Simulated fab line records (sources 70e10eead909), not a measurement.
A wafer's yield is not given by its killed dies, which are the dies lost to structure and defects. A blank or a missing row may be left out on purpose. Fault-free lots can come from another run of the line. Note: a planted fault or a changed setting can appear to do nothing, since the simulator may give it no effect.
Which tool was responsible? -- flow nandHarc -- Sampling: 6 lots, 18 wafers, 3 of 1302 route steps

## WHAT EACH GAUGE READ, for each wafer
NHARC_A_SLIT_CD_MEAS_21.
lot,measured,on,cdNm (nm)
L246,day 20 20:40,cdSem-01,288.5 288.6 288.8
L245,day 21 00:05,cdSem-02,288.3 289.9 289.3
L250,day 22 23:56,cdSem-02,289.8 290.4 289.6
L257,day 26 02:29,cdSem-02,291.1 290.7 291.6
L262,day 27 22:36,cdSem-01,289.6 289.6 289.7
L266,day 29 23:15,cdSem-02,290.9 290.4 289.8

## TOOL THAT RAN EACH LOT (tool first, then ch and the chambers of the sampled wafers, then the start)
lot,NHARC_A_SLIT_ETCH_17,NHARC_A_SLIT_ETCH_26
L246,"harEtch-01 ch 0,1, day 20 15:42","harEtch-01 ch 0,1, day 20 18:49"
L245,"harEtch-01 ch 0,1, day 20 18:58","harEtch-01 ch 0,1, day 20 22:40"
L250,"harEtch-01 ch 0,1, day 22 18:57","harEtch-01 ch 0,1, day 22 22:31"
L257,"harEtch-01 ch 0,1, day 25 21:25","harEtch-01 ch 0,1, day 26 01:04"
L262,"harEtch-02 ch 0,1, day 27 18:46","harEtch-02 ch 0,1, day 27 21:13"
L266,"harEtch-02 ch 0,1, day 29 18:48","harEtch-02 ch 0,1, day 29 21:52"
- NHARC_A_SLIT_ETCH_17: etches the open film in C4F8/O2/Ar, time 4254.5 s, target depth 20300 nm.
- NHARC_A_SLIT_ETCH_26: etches the open film in C4F8/O2/Ar, time 90 s, target depth 400 nm.

## THE ANSWER, worked out from the rows above alone
Rule: what is usual is taken from the lots themselves. Put in order of their means at a reading, lots are off if they are a third of the lots or fewer, leave a main group of 4 or more, and stand apart from it by a gap of 3 or more times the standard deviation of the main group's means; of several such gaps the widest counts. A main group is skipped when, at the precision printed for the reading in the tables above, its means are all equal. Also off: a lot with no number at a reading for which 4 or more lots have one. Where the step has rows for the other lots, those lots are counted as sound.
No lot is off at any reading shown: from this, nothing can be told.

## WHAT HAD BEEN PUT IN BY THE SIMULATOR
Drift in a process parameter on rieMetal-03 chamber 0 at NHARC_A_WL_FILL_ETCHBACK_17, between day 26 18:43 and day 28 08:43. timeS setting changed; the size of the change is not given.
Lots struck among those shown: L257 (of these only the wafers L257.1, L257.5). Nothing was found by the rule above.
